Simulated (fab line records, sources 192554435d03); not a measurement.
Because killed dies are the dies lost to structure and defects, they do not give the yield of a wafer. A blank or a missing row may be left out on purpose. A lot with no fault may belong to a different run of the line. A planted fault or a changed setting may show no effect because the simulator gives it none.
Matching of chambers    flow n5_finfet    N5_BEOL_M7_STRIP_36 on rie_diel-04: 4 sister chambers
The step strips in N2/H2. 4 wafers are shown with their chamber, then 11 later ones without.

EACH WAFER AND ITS CHAMBER
wafer   chamber  showerhead_plenum_p_Torr (Torr)
L087.3  0        2.61
L086.4  3        2.60
L086.5  2        2.48
L090.3  1        2.59

WAFERS WHOSE CHAMBER IS MISSING
wafer   showerhead_plenum_p_Torr (Torr)
L090.4  2.60
L090.5  2.60
L091.1  2.58
L091.2  2.60
L091.3  2.59
L097.2  2.59
L097.4  2.58
L097.5  2.60
L095.2  2.47
L095.3  2.59
L095.4  2.60

WHICH CHAMBER EACH ONE RAN IN
wafer   from the rows above           in truth
L090.4  can't be placed: 3 or 0 or 1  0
L090.5  can't be placed: 3 or 0 or 1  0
L091.1  can't be placed: 1 or 3       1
L091.2  can't be placed: 3 or 0 or 1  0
L091.3  can't be placed: 1 or 3       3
L097.2  can't be placed: 1 or 3       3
L097.4  can't be placed: 1 or 3       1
L097.5  can't be placed: 3 or 0 or 1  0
L095.2  2                             2
L095.3  can't be placed: 1 or 3       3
L095.4  can't be placed: 3 or 0 or 1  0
Placed correctly: 1 of 11. These rows do not allow placing 10 (true chamber among the candidates in 10). Placed wrongly: 0.
How it was worked out, from the rows above alone: a wafer's distance from a chamber is the root of the sum, over the readings, of the square of ((its reading less the chamber's mean) divided by the reading's scatter). The wafer belongs to the nearest chamber; if the next one is less than 2 further off, it can't be placed. For every chamber, the mean is computed from those of its wafers that are shown. The scatter (one wafer shown for each chamber): square how far every hidden wafer sits from the nearest shown wafer, average those squares and take the square root.
